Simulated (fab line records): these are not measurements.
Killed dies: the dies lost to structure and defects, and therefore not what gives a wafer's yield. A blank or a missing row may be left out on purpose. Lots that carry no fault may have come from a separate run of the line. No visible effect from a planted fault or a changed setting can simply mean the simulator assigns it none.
Which of the tools did it? -- flow nandHarc -- 21 wafers from 7 lots sampled at 2 of the route's 1302 steps

== WHAT EACH GAUGE READ, for each wafer ==
NHARC_A_ONON_D2_THK_MEAS_02: measures by ellipsometry.
lot,measured,on,thkNm (nm)
L496,day 13 08:08,filmMetro-02,1011 1013 1010
L497,day 14 01:34,filmMetro-02,1005 1005 1006
L501,day 15 17:11,filmMetro-02,1008 1006 1006
L507,day 18 02:33,filmMetro-01,853 854 852
L511,day 19 09:23,filmMetro-02,1020 1019 1019
L515,day 21 06:49,filmMetro-01,999 1000 1000
L517,day 22 00:57,filmMetro-02,1005 1006 1003

== TOOL THAT RAN EACH LOT (tool first, then ch and the chambers of the sampled wafers, then the start) ==
lot,NHARC_A_ONON_D2_DEP_00
L496,"pecvdOnon-01 ch 0, day 13 07:41"
L497,"pecvdOnon-01 ch 0, day 14 01:04"
L501,"pecvdOnon-01 ch 0, day 15 16:40"
L507,"pecvdOnon-01 ch 0, day 18 02:02"
L511,"pecvdOnon-04 ch 0, day 19 08:56"
L515,"pecvdOnon-02 ch 0, day 21 06:19"
L517,"pecvdOnon-01 ch 0, day 22 00:30"
- NHARC_A_ONON_D2_DEP_00: target thk 1000 nm.

== THE ANSWER, worked out from the rows above alone ==
Rule: the usual values come from the lots themselves. Put in order of their means at a reading, lots are off if they are a third of the lots or fewer, leave a main group of 4 or more, and stand apart from it by a gap of 3 or more times the standard deviation of the main group's means; of several such gaps the widest counts. The tables above print the reading to a certain number of digits; a main group whose means all agree to those digits is not used. A lot without any number at a reading at which 4 lots or more have one is off too. The other lots that the step has rows for count as sound.
Off: L507, at NHARC_A_ONON_D2_THK_MEAS_02 (thkNm). Main group: mean 1008 nm, sd 6.2.
If a tool, at a process step before that reading, ran all the lots that are off and no sound lot after the first of them, it fits. Those tools and the gauges at NHARC_A_ONON_D2_THK_MEAS_02 are tried in the same way. Of those tried, none fits.

== WHAT THE SIMULATOR PUT IN ==
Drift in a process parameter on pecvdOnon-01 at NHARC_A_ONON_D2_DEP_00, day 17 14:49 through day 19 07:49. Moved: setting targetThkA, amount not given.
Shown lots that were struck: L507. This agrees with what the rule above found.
